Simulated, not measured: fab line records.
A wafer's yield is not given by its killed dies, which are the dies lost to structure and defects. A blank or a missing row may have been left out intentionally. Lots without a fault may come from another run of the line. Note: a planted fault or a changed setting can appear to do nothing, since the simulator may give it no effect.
Chamber matching + flow n5 finfet + 4 sister chambers for N5_FIN_SAQP_ETCH_51 on rie diel-06
The step etches SiARC in CF4, target depth 45.5 nm, time 75.8 s. 16 wafers are shown with their chamber, then 8 later ones without.

EACH WAFER AND ITS CHAMBER
| wafer  | chamber | drypump motor current A (A) | showerhead plenum p Torr (Torr) | oes product au (a.u.) |
|--------|---------|-----------------------------|---------------------------------|-----------------------|
| L074.2 | 3       | 5.6                         | 2.13                            | 0.63                  |
| L074.4 | 1       | 5.3                         | 2.05                            | 0.63                  |
| L074.6 | 2       | 4.6                         | 2.18                            | 0.77                  |
| L077.2 | 2       | 4.6                         | 2.18                            | 0.76                  |
| L077.4 | 3       | 5.6                         | 2.13                            | 0.63                  |
| L077.5 | 0       | 5.4                         | 2.20                            | 0.78                  |
| L078.1 | 0       | 5.5                         | 2.20                            | 0.78                  |
| L078.2 | 3       | 5.6                         | 2.13                            | 0.62                  |
| L078.6 | 0       | 5.5                         | 2.20                            | 0.78                  |
| L080.1 | 3       | 5.6                         | 2.12                            | 0.62                  |
| L080.3 | 0       | 5.5                         | 2.20                            | 0.77                  |
| L080.4 | 1       | 5.3                         | 2.05                            | 0.63                  |
| L082.1 | 3       | 5.6                         | 2.12                            | 0.62                  |
| L082.3 | 1       | 5.3                         | 2.05                            | 0.64                  |
| L082.5 | 2       | 4.6                         | 2.17                            | 0.74                  |
| L087.1 | 3       | 5.6                         | 2.12                            | 0.62                  |

SIGNATURES, as means of the wafers listed above
| reading                  | chamber 0 | chamber 1 | chamber 2 | chamber 3 | scatter within a chamber |
|--------------------------|-----------|-----------|-----------|-----------|--------------------------|
| drypump motor current A  | 5.475     | 5.300     | 4.600     | 5.600     | 0.025                    |
| showerhead plenum p Torr | 2.2000    | 2.0500    | 2.1767    | 2.1250    | 0.00425                  |
| oes product au           | 0.7775    | 0.6333    | 0.7567    | 0.6233    | 0.00786                  |
Rule: a wafer lies at a distance from a chamber equal to the root of the sum of squares, over the readings, of (its reading less the chamber's mean, divided by the reading's scatter). If the next closest chamber is less than 2 further off than the closest, the wafer can't be placed; otherwise it belongs to the closest. The scatter: take each reading less its chamber's mean, square it, sum over the shown wafers, divide by the number of wafers less the number of chambers, and take the root.

WAFERS WITH NO CHAMBER GIVEN
| wafer  | drypump motor current A (A) | showerhead plenum p Torr (Torr) | oes product au (a.u.) |
|--------|-----------------------------|---------------------------------|-----------------------|
| L087.2 | 5.5                         | 2.20                            | 0.75                  |
| L087.5 | 4.6                         | 2.17                            | 0.73                  |
| L093.3 | 4.6                         | 2.16                            | 0.72                  |
| L093.4 | 5.4                         | 2.19                            | 0.71                  |
| L093.6 | 5.6                         | 2.11                            | 0.60                  |
| L097.4 | 5.3                         | 2.04                            | 0.62                  |
| L097.5 | 5.4                         | 2.19                            | 0.72                  |
| L097.6 | 5.3                         | 2.04                            | 0.61                  |

CHAMBER TAKEN BY EACH
| wafer  | from the rows above | in truth |
|--------|---------------------|----------|
| L087.2 | 0                   | 0        |
| L087.5 | 2                   | 2        |
| L093.3 | 2                   | 2        |
| L093.4 | 0                   | 0        |
| L093.6 | 3                   | 3        |
| L097.4 | 1                   | 1        |
| L097.5 | 0                   | 0        |
| L097.6 | 1                   | 1        |
Correctly placed: 8 of 8. Number that these rows cannot place: 0. 0 placed wrongly.
